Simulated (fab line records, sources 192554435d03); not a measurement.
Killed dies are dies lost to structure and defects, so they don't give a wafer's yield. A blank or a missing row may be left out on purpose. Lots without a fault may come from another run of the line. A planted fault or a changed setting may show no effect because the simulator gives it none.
fab line records | flow n5_finfet
record lots=24 wafers=72 last_day=21
route steps=1938 shown BEOL_M3@1012 BEOL_M4@1056
lots that met no fault: from a run of the same line without faults
start_h: hours from the record's first day to the start of the lot's first wafer shown | wait_h: hours since the lot's step before | " the same as in the row above | L1.1+2: a row that stands for several wafers | - no value, or no start given | * or withheld: withheld | < > ~ a bound
route shown NAME@n: a module of which the file shows steps, and the number in the route of the first | usual: mean/standard deviation of fault-free wafers | same: alike in all rows | chamber/n: place in a boat | sites: the reading at each site | _std_site: their standard deviation | _edge_site: outer sites' mean less inner sites' | radius_mm: how far each site lies from the wafer's centre | mask NAME#n: copy n | behind: the tool/chamber that last shaped the wafer | hold: why the lot was held/for how many hours/how that ended | device: the transistor (n, p or np) that didn't switch | end of line: the same wafers' tests at the end of the route | a step without rows: its recipe alone | killed: dies lost to structure and defects at the first sort, not the wafer's yield | map: a wafer's dies, x killed, . not, _ none there
set.NAME: the setting as run; set.NAME@STEP: as run at that earlier step | model.NAME: the simulator's own value behind a step, which no gauge read
steps of the route over a sample of lots; a table a step, a row a wafer
services: from which hour (start_h, from the record's first day; less than 0 if before it) a tool's chamber was out of use, for how many hours, and why
## steps
# step N5_BEOL_M3_ANNEAL_51
# recipe temp_c=225 time_s=90 ambient=N2
# usual wafer_temp_C_max=225.91/0.2
# same time_s=90
# columns lot.wafer tool chamber start_h wait_h wafer_temp_C_max
L076.2 rtp_anneal-01 0 212.08 0.1 225.92
L076.5 " 0 " " 225.96
L076.6 " 0 " " 226.10
L074.3 rtp_anneal-01 0 220.07 0.1 226.18
L074.4 " 0 " " 225.92
L074.5 " 0 " " 225.72
L075.1 rtp_anneal-01 0 226.36 0.1 226.09
L075.4 " 0 " " 225.68
L075.5 " 0 " " 226.12
L077.2 rtp_anneal-02 0 228.12 0.2 226.03
L077.3 " 0 " " 226.09
L077.6 " 0 " " 225.93
L078.1 rtp_anneal-01 0 230.51 0.1 225.85
L078.4 " 0 " " 225.83
L078.6 " 0 " " 225.49
L079.2 rtp_anneal-02 0 230.69 0.1 225.98
L079.3 " 0 " " 225.94
L079.4 " 0 " " 225.75
L081.1 rtp_anneal-01 0 234.38 0.1 225.94
L081.2 " 0 " " 225.69
L081.6 " 0 " " 226.04
L080.2 rtp_anneal-01 0 244.88 0.1 225.90
L080.4 " 0 " " 225.85
L080.5 " 0 " " 226.20
L083.1 rtp_anneal-02 0 246.53 0.1 225.99
L083.2 " 0 " " 225.99
L083.5 " 0 " " 225.92
L082.1 rtp_anneal-01 0 246.67 0.1 225.94
L082.3 " 0 " " 226.02
L082.6 " 0 " " 226.31
L085.2 rtp_anneal-02 0 258.14 0.1 225.86
L085.3 " 0 " " 226.08
L085.6 " 0 " " 225.88
L084.1 rtp_anneal-01 0 265.46 0.1 225.89
L084.3 " 0 " " 225.80
L084.5 " 0 " " 225.59
L086.3 rtp_anneal-01 0 268.07 0.1 226.32
L086.5 " 0 " " 225.52
L086.6 " 0 " " 225.54
L087.1 rtp_anneal-02 0 294.64 0.1 226.07
L087.2 " 0 " " 225.91
L087.6 " 0 " " 225.94
L088.1 rtp_anneal-01 0 295.10 0.1 225.74
L088.5 " 0 " " 225.72
L088.6 " 0 " " 225.99
L089.1 rtp_anneal-02 0 297.94 0.2 225.89
L089.2 " 0 " " 225.57
L089.5 " 0 " " 225.94
L090.2 rtp_anneal-02 0 300.85 0.1 226.15
L090.3 " 0 " " 225.83
L090.6 " 0 " " 225.63
L091.3 rtp_anneal-02 0 307.54 0.1 225.61
L091.4 " 0 " " 225.92
L091.6 " 0 " " 225.89
L092.3 rtp_anneal-02 0 311.73 0.1 225.89
L092.5 " 0 " " 226.41
L092.6 " 0 " " 225.84
L093.1 rtp_anneal-01 0 313.77 0.1 225.92
L093.3 " 0 " " 226.05
L093.6 " 0 " " 225.75
L094.1 rtp_anneal-02 0 326.10 0.1 226.00
L094.3 " 0 " " 225.92
L094.4 " 0 " " 225.77
L095.1 rtp_anneal-02 0 330.05 0.1 225.80
L095.3 " 0 " " 225.83
L095.6 " 0 " " 226.11
L096.1 rtp_anneal-01 0 346.78 0.1 226.03
L096.5 " 0 " " 226.00
L096.6 " 0 " " 225.92
L097.2 rtp_anneal-02 0 350.63 0.3 226.17
L097.3 " 0 " " 225.77
L097.6 " 0 " " 226.04
# step N5_BEOL_M3_CO_CAP_55
# recipe material=Co target_thk_a=20 temp_c=200 precursor=CCTBA/H2 pressure_torr=30 time_s=102.1
# usual heater_power_w=239/23
# same time_s=102.1
# columns lot.wafer tool chamber start_h wait_h heater_power_w
L076.2 cvd_co-01 1 212.70 0.0 234
L076.5 " 2 " " 222
L076.6 " 1 " " 238
L074.3 cvd_co-02 2 220.65 0.0 282
L074.4 " 1 " " 240
L074.5 " 0 " " 257
L075.1 cvd_co-01 2 227.03 0.0 223
L075.4 " 2 " " 222
L075.5 " 1 " " 241
L077.2 cvd_co-02 2 228.74 0.0 271
L077.3 " 1 " " 247
L077.6 " 0 " " 254
L078.1 cvd_co-01 0 231.23 0.0 213
L078.4 " 2 " " 221
L078.6 " 1 " " 242
L079.2 cvd_co-02 1 231.46 0.0 244
L079.3 " 0 " " 256
L079.4 " 1 " " 247
L081.1 cvd_co-01 0 235.05 0.0 208
L081.2 " 2 " " 220
L081.6 " 1 " " 240
L080.2 cvd_co-02 0 245.52 0.0 262
L080.4 " 0 " " 263
L080.5 " 0 " " 263
L083.1 cvd_co-02 0 247.28 0.1 260
L083.2 " 0 " " 258
L083.5 " 0 " " 262
L082.1 cvd_co-01 1 247.34 0.0 237
L082.3 " 2 " " 221
L082.6 " 0 " " 207
L085.2 cvd_co-01 0 259.18 0.0 208
L085.3 " 2 " " 224
L085.6 " 1 " " 245
L084.1 cvd_co-02 0 266.13 0.0 258
L084.3 " 1 " " 239
L084.5 " 2 " " 279
L086.3 cvd_co-01 0 268.65 0.0 213
L086.5 " 1 " " 240
L086.6 " 2 " " 217
L087.1 cvd_co-02 1 295.31 0.0 240
L087.2 " 0 " " 261
L087.6 " 2 " " 285
L088.1 cvd_co-01 0 295.81 0.0 212
L088.5 " 2 " " 220
L088.6 " 1 " " 243
L089.1 cvd_co-01 1 298.61 0.0 244
L089.2 " 0 " " 210
L089.5 " 2 " " 222
L090.2 cvd_co-01 2 301.48 0.0 230
L090.3 " 0 " " 209
L090.6 " 0 " " 210
L091.3 cvd_co-01 2 308.12 0.0 215
L091.4 " 1 " " 240
L091.6 " 2 " " 219
L092.3 cvd_co-01 0 312.39 0.0 206
L092.5 " 1 " " 242
L092.6 " 2 " " 222
L093.1 cvd_co-01 0 314.44 0.0 206
L093.3 " 1 " " 243
L093.6 " 1 " " 240
L094.1 cvd_co-02 2 326.78 0.0 279
L094.3 " 0 " " 261
L094.4 " 1 " " 241
L095.1 cvd_co-01 1 330.76 0.0 245
L095.3 " 1 " " 239
L095.6 " 0 " " 211
L096.1 cvd_co-01 0 347.46 0.0 209
L096.5 " 0 " " 212
L096.6 " 1 " " 244
L097.2 cvd_co-02 0 351.28 0.0 260
L097.3 " 2 " " 286
L097.6 " 0 " " 264
# step N5_BEOL_M4_CD_MEAS_28
# recipe target_cd_nm=26.2 landing_energy_ev=500 detector=se_inlens target_cd_y_nm=24.1 polarity=opening
# usual cd_nm=26.30/0.27
# columns lot.wafer tool chamber start_h wait_h cd_nm
L076.2 cd_sem-02 0 218.38 - 26.68
L076.5 " 0 " " 26.39
L076.6 " 0 " " 26.35
L074.3 cd_sem-02 0 223.98 - 25.92
L074.4 " 0 " " 26.17
L074.5 " 0 " " 26.07
L075.1 cd_sem-01 0 229.52 - 26.38
L075.4 " 0 " " 26.40
L075.5 " 0 " " 26.26
L077.2 cd_sem-03 0 232.57 - 26.29
L077.3 " 0 " " 26.22
L077.6 " 0 " " 26.15
L078.1 cd_sem-03 0 233.91 - 26.58
L078.4 " 0 " " 26.11
L078.6 " 0 " " 26.58
L079.2 cd_sem-01 0 234.16 - 26.34
L079.3 " 0 " " 25.90
L079.4 " 0 " " 26.25
L081.1 cd_sem-01 0 237.79 - 26.26
L081.2 " 0 " " 26.59
L081.6 " 0 " " 25.85
L080.2 cd_sem-01 0 247.68 - 26.47
L080.4 " 0 " " 26.51
L080.5 " 0 " " 26.53
L082.1 cd_sem-02 0 251.99 - 26.69
L082.3 " 0 " " 26.66
L082.6 " 0 " " 26.75
L083.1 cd_sem-01 0 252.08 - 26.35
L083.2 " 0 " " 26.56
L083.5 " 0 " " 26.30
L085.2 cd_sem-01 0 261.33 - 26.79
L085.3 " 0 " " 25.61
L085.6 " 0 " " 25.72
L084.1 cd_sem-03 0 268.43 - 25.50
L084.3 " 0 " " 26.23
L084.5 " 0 " " 26.12
L086.3 cd_sem-03 0 271.24 - 26.22
L086.5 " 0 " " 26.55
L086.6 " 0 " " 26.26
L088.1 cd_sem-02 0 300.70 - 26.17
L088.5 " 0 " " 26.18
L088.6 " 0 " " 26.17
L087.1 cd_sem-02 0 300.88 - 25.76
L087.2 " 0 " " 26.45
L087.6 " 0 " " 26.31
L089.1 cd_sem-01 0 301.89 - 26.46
L089.2 " 0 " " 26.52
L089.5 " 0 " " 26.37
L090.2 cd_sem-01 0 304.73 - 26.57
L090.3 " 0 " " 26.83
L090.6 " 0 " " 26.42
L091.3 cd_sem-01 0 311.27 - 26.70
L091.4 " 0 " " 26.63
L091.6 " 0 " " 26.18
L092.3 cd_sem-03 0 316.54 - 26.39
L092.5 " 0 " " 26.20
L092.6 " 0 " " 26.15
L093.1 cd_sem-03 0 317.64 - 26.48
L093.3 " 0 " " 26.46
L093.6 " 0 " " 26.55
L094.1 cd_sem-03 0 329.57 - 26.24
L094.3 " 0 " " 26.15
L094.4 " 0 " " 26.18
L095.1 cd_sem-03 0 334.14 - 26.05
L095.3 " 0 " " 25.94
L095.6 " 0 " " 25.94
L096.1 cd_sem-02 0 349.46 - 25.98
L096.5 " 0 " " 25.99
L096.6 " 0 " " 26.59
L097.2 cd_sem-02 0 355.14 - 25.99
L097.3 " 0 " " 26.36
L097.6 " 0 " " 26.18
# step N5_BEOL_M4_OVL_MEAS_29
# recipe points_per_wafer=522
# usual V3_OVL=-0.3/0.65
# columns lot.wafer tool chamber start_h wait_h V3_OVL[nm]
L076.2 overlay-02 0 218.42 0.0 -1.2
L076.5 " 0 " " -0.4
L076.6 " 0 " " -0.6
L074.3 overlay-01 0 224.02 0.0 -0.6
L074.4 " 0 " " -0.4
L074.5 " 0 " " -1.0
L075.1 overlay-01 0 229.55 0.0 -0.3
L075.4 " 0 " " 0.0
L075.5 " 0 " " 0.4
L077.2 overlay-02 0 232.61 0.0 -0.2
L077.3 " 0 " " -0.2
L077.6 " 0 " " -0.6
L078.1 overlay-01 0 233.94 0.0 0.3
L078.4 " 0 " " 0.3
L078.6 " 0 " " 0.0
L079.2 overlay-02 0 234.20 0.0 -0.2
L079.3 " 0 " " -0.7
L079.4 " 0 " " 0.4
L081.1 overlay-01 0 237.82 0.0 -0.3
L081.2 " 0 " " -0.5
L081.6 " 0 " " 0.3
L080.2 overlay-01 0 247.71 0.0 0.0
L080.4 " 0 " " -0.1
L080.5 " 0 " " 1.0
L082.1 overlay-01 0 252.02 0.0 -0.8
L082.3 " 0 " " -0.5
L082.6 " 0 " " -0.6
L083.1 overlay-01 0 252.11 0.0 -1.1
L083.2 " 0 " " -0.1
L083.5 " 0 " " -0.2
L085.2 overlay-02 0 261.37 0.0 0.4
L085.3 " 0 " " 0.1
L085.6 " 0 " " -0.3
L084.1 overlay-02 0 268.46 0.0 -1.2
L084.3 " 0 " " -0.8
L084.5 " 0 " " -0.6
L086.3 overlay-02 0 271.28 0.0 0.6
L086.5 " 0 " " -0.6
L086.6 " 0 " " -0.2
L088.1 overlay-02 0 300.73 0.0 0.7
L088.5 " 0 " " 1.1
L088.6 " 0 " " 0.6
L087.1 overlay-01 0 300.91 0.0 -0.9
L087.2 " 0 " " 0.1
L087.6 " 0 " " 0.1
L089.1 overlay-01 0 301.92 0.0 -0.5
L089.2 " 0 " " -0.6
L089.5 " 0 " " -0.8
L090.2 overlay-02 0 304.77 0.0 -1.1
L090.3 " 0 " " 0.4
L090.6 " 0 " " -0.6
L091.3 overlay-02 0 311.31 0.0 -0.7
L091.4 " 0 " " -0.6
L091.6 " 0 " " -1.2
L092.3 overlay-02 0 316.58 0.0 -1.1
L092.5 " 0 " " -0.4
L092.6 " 0 " " 0.1
L093.1 overlay-02 0 317.68 0.0 -1.3
L093.3 " 0 " " -1.4
L093.6 " 0 " " -0.7
L094.1 overlay-02 0 329.60 0.0 0.0
L094.3 " 0 " " -0.1
L094.4 " 0 " " 1.7
L095.1 overlay-01 0 334.17 0.0 -1.5
L095.3 " 0 " " -0.6
L095.6 " 0 " " -0.7
L096.1 overlay-01 0 349.49 0.0 -1.5
L096.5 " 0 " " -0.4
L096.6 " 0 " " -0.6
L097.2 overlay-01 0 355.18 0.0 -0.8
L097.3 " 0 " " -0.9
L097.6 " 0 " " 0.2
# step N5_BEOL_M4_ETCH_70
# recipe chemistry=N2/H2 target=SOC target_depth_a=800 overetch_a=240 mask_material=SiARC temp_c=40 time_s=130 ion_energy_ev=200 pressure_mtorr=30 source_w=840 bias_w=150 n2_flow_sccm=200 h2_flow_sccm=200
# usual drypump_motor_current_A=6.0/0.41 oes_product_au=0.58/0.053 rf_vpp_V=524.6/2.2 showerhead_plenum_p_Torr=2.58/0.08 temp_c=39.99/0.12 throttle_valve_pct=17.78/0.22
# same time_s=130
# columns lot.wafer tool chamber start_h wait_h drypump_motor_current_A oes_product_au rf_hours_counter_h rf_vpp_V showerhead_plenum_p_Torr temp_c throttle_valve_pct
L076.2 rie_diel-01 0 258.59 0.0 6.2 0.58 110 527.2 2.70 39.78 18.04
L076.5 " 0 " " 6.2 0.58 - 526.5 2.70 39.85 18.03
L076.6 " 3 " " 6.4 0.53 - 524.2 2.52 39.87 17.63
L074.3 rie_diel-01 0 265.38 0.0 6.2 0.58 112 527.4 2.70 39.89 18.04
L074.4 " 3 " " 6.4 0.53 204 522.6 2.52 40.08 17.64
L074.5 " 2 " " 5.5 0.52 - 523.2 2.53 40.09 17.73
L075.1 rie_diel-01 1 269.24 0.0 5.9 0.67 10 523.5 2.48 39.90 17.74
L075.4 " 2 " " 5.5 0.52 215 524.2 2.53 39.81 17.75
L075.5 " 0 " " 6.2 0.58 - 525.8 2.70 39.70 18.06
L077.2 rie_diel-01 2 272.09 0.0 5.6 0.52 216 523.5 2.53 39.92 17.76
L077.3 " 0 " " 6.2 0.58 114 526.9 2.70 39.83 18.05
L077.6 " 0 " " 6.2 0.58 - 528.0 2.70 39.94 18.04
L078.1 rie_diel-05 0 272.21 0.0 5.7 0.58 89 527.8 2.65 39.97 17.33
L078.4 " 1 " " 6.2 0.63 52 528.9 2.71 40.12 18.10
L078.6 " 3 " " 6.7 0.61 - 527.7 2.67 39.90 17.47
L079.2 rie_diel-01 3 276.32 0.0 6.5 0.52 208 522.4 2.52 40.11 17.63
L079.3 " 2 " " 5.5 0.52 217 523.3 2.53 39.88 17.79
L079.4 " 0 " " 6.2 0.58 - 527.7 2.70 39.81 18.04
L081.1 rie_diel-05 0 294.46 0.0 5.7 0.57 97 528.2 2.65 40.06 17.34
L081.2 " 2 " " 5.8 0.60 89 523.5 2.57 39.87 17.77
L081.6 " 0 " " 5.7 0.57 - 527.8 2.65 40.01 17.34
L080.2 rie_diel-01 2 301.05 0.0 5.6 0.51 228 522.5 2.52 40.10 17.78
L080.4 " 3 " " 6.4 0.52 218 523.6 2.51 40.04 17.65
L080.5 " 1 " " 5.9 0.67 - 522.5 2.48 40.09 17.76
L082.1 rie_diel-05 3 301.21 0.0 6.7 0.61 69 528.3 2.67 39.95 17.48
L082.3 " 1 " " 6.2 0.62 63 528.9 2.70 40.20 18.09
L082.6 " 2 " " 5.8 0.60 - 524.9 2.57 39.93 17.79
L083.1 rie_diel-01 2 305.16 0.0 5.5 0.51 229 523.3 2.52 39.95 17.78
L083.2 " 1 " " 6.0 0.66 19 522.8 2.48 39.98 17.76
L083.5 " 3 " " 6.4 0.52 - 523.1 2.51 40.13 17.65
L085.2 rie_diel-05 1 311.75 0.0 6.2 0.62 69 527.7 2.70 39.89 18.11
L085.3 " 3 " " 6.7 0.60 75 527.6 2.66 40.07 17.51
L085.6 " 3 " " 6.7 0.60 - 526.2 2.66 40.03 17.49
L084.1 rie_diel-01 0 318.02 0.0 6.2 0.56 134 526.6 2.69 40.10 18.09
L084.3 " 1 " " 6.0 0.65 23 522.7 2.48 40.00 17.77
L084.5 " 3 " " 6.4 0.51 - 522.9 2.51 39.85 17.68
L086.3 rie_diel-01 3 322.52 0.0 6.5 0.51 229 520.9 2.51 40.08 17.65
L086.5 " 3 " " 6.4 0.51 - 522.0 2.51 40.10 17.68
L086.6 " 0 " " 6.2 0.57 - 527.1 2.69 40.13 18.08
L089.1 rie_diel-01 0 339.13 0.0 6.2 0.56 140 526.2 2.69 39.76 18.09
L089.2 " 3 " " 6.4 0.51 234 523.5 2.51 39.92 17.68
L089.5 " 1 " " 6.0 0.64 - 521.7 2.48 39.95 17.78
L088.1 rie_diel-01 3 343.53 0.0 6.4 0.52 235 523.0 2.50 40.18 17.70
L088.5 " 0 " " 6.2 0.56 - 526.7 2.69 39.92 18.08
L088.6 " 1 " " 5.9 0.64 - 522.7 2.47 40.01 17.79
L091.3 rie_diel-04 0 343.56 0.0 5.1 0.65 35 522.6 2.49 40.12 17.78
L091.4 " 1 " " 6.3 0.63 - 524.9 2.60 40.04 18.09
L091.6 " 0 " " 5.1 0.65 - 523.1 2.49 40.16 17.79
L087.1 rie_diel-04 3 348.31 0.0 5.7 0.69 14 526.0 2.59 40.03 17.50
L087.2 " 2 " " 5.7 0.54 159 523.9 2.52 40.06 17.71
L087.6 " 3 " " 5.7 0.68 - 525.8 2.59 40.08 17.50
L090.2 rie_diel-05 2 353.12 0.0 5.8 0.58 113 524.4 2.56 39.97 17.79
L090.3 " 0 " " 5.7 0.55 124 524.9 2.64 40.00 17.37
L090.6 " 3 " " 6.7 0.59 - 527.8 2.66 40.06 17.51
L092.3 rie_diel-01 1 353.37 0.0 5.9 0.63 37 522.4 2.47 39.82 17.78
L092.5 " 3 " " 6.4 0.51 - 522.2 2.50 40.11 17.71
L092.6 " 2 " " 5.5 0.51 - 523.1 2.51 39.96 17.82
L093.1 rie_diel-01 3 372.66 0.0 6.4 0.51 247 523.4 2.50 40.17 17.70
L093.3 " 0 " " 6.2 0.55 155 527.5 2.68 40.11 18.12
L093.6 " 0 " " 6.2 0.55 - 524.3 2.68 40.05 18.12
L094.1 rie_diel-04 0 381.10 0.0 5.1 0.64 44 522.0 2.49 39.79 17.79
L094.3 " 3 " " 5.7 0.67 26 525.0 2.58 40.06 17.52
L094.4 " 1 " " 6.3 0.63 78 523.8 2.59 40.16 18.09
L095.1 rie_diel-05 3 381.13 0.0 6.8 0.57 103 527.8 2.65 39.97 17.55
L095.3 " 1 " " 6.2 0.59 98 526.8 2.69 40.22 18.16
L095.6 " 2 " " 5.8 0.57 - 523.0 2.56 39.82 17.82
L096.1 rie_diel-01 2 384.54 0.0 5.6 0.70 4 523.6 2.51 39.98 17.46
L096.5 " 1 " " 5.9 0.62 - 523.6 2.47 39.90 17.82
L096.6 " 0 " " 6.2 0.55 - 526.2 2.68 39.82 18.12
L097.2 rie_diel-04 0 397.34 0.0 5.1 0.63 50 521.3 2.49 39.91 17.82
L097.3 " 3 " " 5.7 0.66 31 524.2 2.58 39.93 17.53
L097.6 " 0 " " 5.1 0.63 - 522.8 2.49 39.74 17.83
# step N5_BEOL_M4_STRIP_97
# recipe chemistry=N2/H2 time_s=10 power_w=450 temp_c=40 pressure_mtorr=20 rf_frequency_hz=6e+07 bias_power_w=7 n2_flow_sccm=200 h2_flow_sccm=200
# usual drypump_motor_current_A=6.0/0.39 oes_product_au=0.79/0.076 rf_vpp_V=59.3/0.85 showerhead_plenum_p_Torr=2.57/0.08 temp_c=40.01/0.11 throttle_valve_pct=23.6/0.38
# same time_s=10
# columns lot.wafer tool chamber start_h wait_h drypump_motor_current_A oes_product_au rf_hours_counter_h rf_vpp_V showerhead_plenum_p_Torr temp_c throttle_valve_pct
L076.2 rie_diel-01 0 - - 6.2 0.80 110 58.6 2.70 40.10 24.1
L076.5 " 0 " " 6.2 0.79 - 57.9 2.70 39.91 24.1
L076.6 " 3 " " 6.4 0.73 - 59.1 2.51 40.00 23.3
L074.3 rie_diel-01 0 - - 6.2 0.79 112 59.3 2.70 40.08 24.1
L074.4 " 3 " " 6.4 0.72 204 59.9 2.51 39.98 23.3
L074.5 " 2 " " 5.6 0.72 - 58.9 2.52 39.88 23.4
L075.1 rie_diel-01 1 - - 6.0 0.93 10 59.7 2.48 40.25 23.8
L075.4 " 2 " " 5.6 0.70 215 58.8 2.52 39.95 23.4
L075.5 " 0 " " 6.2 0.79 - 59.1 2.70 39.89 24.1
L077.2 rie_diel-01 2 - - 5.5 0.71 216 58.5 2.52 39.98 23.4
L077.3 " 0 " " 6.2 0.79 114 59.6 2.69 39.96 24.1
L077.6 " 0 " " 6.2 0.79 - 59.2 2.70 40.15 24.1
L078.1 rie_diel-05 0 - - 5.7 0.77 89 59.1 2.65 40.11 23.0
L078.4 " 1 " " 6.2 0.88 52 60.9 2.70 40.10 24.3
L078.6 " 3 " " 6.7 0.83 - 61.8 2.67 40.06 23.2
L079.2 rie_diel-01 3 - - 6.4 0.72 208 60.0 2.51 39.92 23.3
L079.3 " 2 " " 5.6 0.71 218 59.0 2.52 40.01 23.4
L079.4 " 0 " " 6.2 0.79 - 59.9 2.69 39.93 24.1
L081.1 rie_diel-05 0 - - 5.7 0.77 97 59.0 2.65 40.01 22.9
L081.2 " 2 " " 5.8 0.80 90 60.1 2.57 40.05 23.6
L081.6 " 0 " " 5.7 0.76 - 60.3 2.65 40.09 23.0
L080.2 rie_diel-01 2 - - 5.5 0.70 228 58.1 2.52 40.09 23.4
L080.4 " 3 " " 6.4 0.71 218 59.8 2.51 40.07 23.3
L080.5 " 1 " " 5.9 0.91 - 59.3 2.48 40.12 23.9
L082.1 rie_diel-05 3 - - 6.7 0.81 69 60.2 2.66 39.95 23.2
L082.3 " 1 " " 6.2 0.87 63 57.7 2.70 40.12 24.3
L082.6 " 2 " " 5.8 0.81 - 59.6 2.57 39.88 23.7
L083.1 rie_diel-01 2 - - 5.5 0.70 230 58.7 2.52 39.99 23.4
L083.2 " 1 " " 6.0 0.93 19 59.8 2.48 40.06 23.9
L083.5 " 3 " " 6.4 0.71 - 58.9 2.51 40.03 23.3
L085.2 rie_diel-05 1 - - 6.2 0.84 69 59.4 2.70 39.91 24.3
L085.3 " 3 " " 6.7 0.80 75 60.3 2.66 40.13 23.2
L085.6 " 3 " " 6.7 0.81 - 59.3 2.66 40.07 23.2
L084.1 rie_diel-01 0 - - 6.2 0.77 134 58.3 2.69 40.16 24.1
L084.3 " 1 " " 5.9 0.91 23 58.1 2.47 40.00 23.9
L084.5 " 3 " " 6.4 0.70 - 58.9 2.50 39.96 23.3
L086.3 rie_diel-01 3 - - 6.4 0.70 229 59.3 2.50 40.16 23.3
L086.5 " 3 " " 6.4 0.70 - 60.0 2.50 40.04 23.3
L086.6 " 0 " " 6.2 0.77 - 60.3 2.69 39.93 24.1
L089.1 rie_diel-01 0 - - 6.2 0.76 140 60.1 2.68 40.04 24.1
L089.2 " 3 " " 6.4 0.69 234 58.5 2.50 39.97 23.4
L089.5 " 1 " " 5.9 0.89 - 59.0 2.47 39.98 23.9
L088.1 rie_diel-01 3 - - 6.5 0.69 236 59.1 2.50 40.22 23.3
L088.5 " 0 " " 6.2 0.76 - 60.2 2.68 40.13 24.1
L088.6 " 1 " " 6.0 0.88 - 58.1 2.47 39.90 23.9
L091.3 rie_diel-04 3 - - 5.7 0.93 - 59.6 2.59 39.87 23.3
L091.4 " 1 " " 6.3 0.86 - 60.3 2.59 40.16 24.1
L091.6 " 1 " " 6.3 0.87 - 59.3 2.59 40.14 24.1
L087.1 rie_diel-04 3 - - 5.6 0.92 15 59.2 2.58 39.98 23.3
L087.2 " 2 " " 5.7 0.75 160 58.6 2.52 39.93 23.6
L087.6 " 3 " " 5.7 0.93 - 60.6 2.58 39.95 23.3
L090.2 rie_diel-05 2 - - 5.8 0.79 114 58.1 2.56 40.08 23.7
L090.3 " 0 " " 5.7 0.74 124 61.3 2.63 40.20 23.0
L090.6 " 3 " " 6.7 0.79 - 59.1 2.65 39.91 23.2
L092.3 rie_diel-01 1 - - 6.0 0.89 37 58.5 2.47 39.93 23.9
L092.5 " 3 " " 6.4 0.69 - 59.2 2.50 39.92 23.4
L092.6 " 2 " " 5.5 0.69 - 60.1 2.51 40.12 23.5
L093.1 rie_diel-01 3 - - 6.4 0.69 248 57.7 2.50 39.98 23.4
L093.3 " 0 " " 6.2 0.75 155 59.4 2.68 39.76 24.1
L093.6 " 0 " " 6.2 0.75 - 59.8 2.68 39.98 24.1
L094.1 rie_diel-04 0 - - 5.1 0.85 45 58.4 2.49 39.90 23.6
L094.3 " 3 " " 5.6 0.91 26 60.5 2.58 40.22 23.3
L094.4 " 1 " " 6.3 0.85 78 59.7 2.59 39.82 24.1
L095.1 rie_diel-05 3 - - 6.7 0.78 103 59.0 2.65 40.06 23.3
L095.3 " 1 " " 6.2 0.81 98 58.0 2.68 40.00 24.4
L095.6 " 2 " " 5.7 0.77 - 61.4 2.56 40.07 23.7
L096.1 rie_diel-01 2 - - 5.6 0.95 4 58.3 2.51 40.01 23.3
L096.5 " 1 " " 5.9 0.86 - 59.1 2.46 40.05 23.9
L096.6 " 0 " " 6.2 0.75 - 59.2 2.67 40.11 24.2
L097.2 rie_diel-04 0 - - 5.1 0.85 50 57.8 2.48 40.08 23.7
L097.3 " 3 " " 5.6 0.90 31 57.9 2.58 39.88 23.3
L097.6 " 0 " " 5.1 0.85 - 58.4 2.48 39.99 23.7
## services
# columns tool chamber start_h hours kind
rie_diel-04 1 200.64 69.6 repair
rie_diel-04 3 203.83 8.1 repair
rie_diel-01 - 214.57 2.8 pm
rie_diel-01 1 219.36 - clean
rie_diel-01 1 219.36 - consumable_replace:focus_ring
rie_diel-01 1 219.36 21.5 scheduled_down
rie_diel-01 1 219.36 21.5 vent_cycle
cvd_co-02 0 247.70 7.2 repair
rie_diel-05 0 250.34 11.5 repair
rie_diel-05 0 265.71 1.2 repair
rie_diel-01 1 271.01 14.9 repair
rie_diel-04 - 287.48 28.1 pm
rie_diel-01 1 310.36 2.1 repair
cvd_co-02 - 311.81 12.3 repair
cvd_co-01 2 330.44 103.8 repair
rie_diel-04 2 339.41 7.8 repair
rie_diel-01 2 354.43 - clean
rie_diel-01 2 354.43 - consumable_replace:focus_ring
rie_diel-01 2 354.43 23.2 scheduled_down
rie_diel-01 2 354.43 23.2 vent_cycle
rie_diel-05 0 359.21 8.0 repair
rie_diel-01 3 377.91 - clean
rie_diel-01 3 377.91 - consumable_replace:focus_ring
rie_diel-01 3 377.91 30.8 scheduled_down
## key
fault none
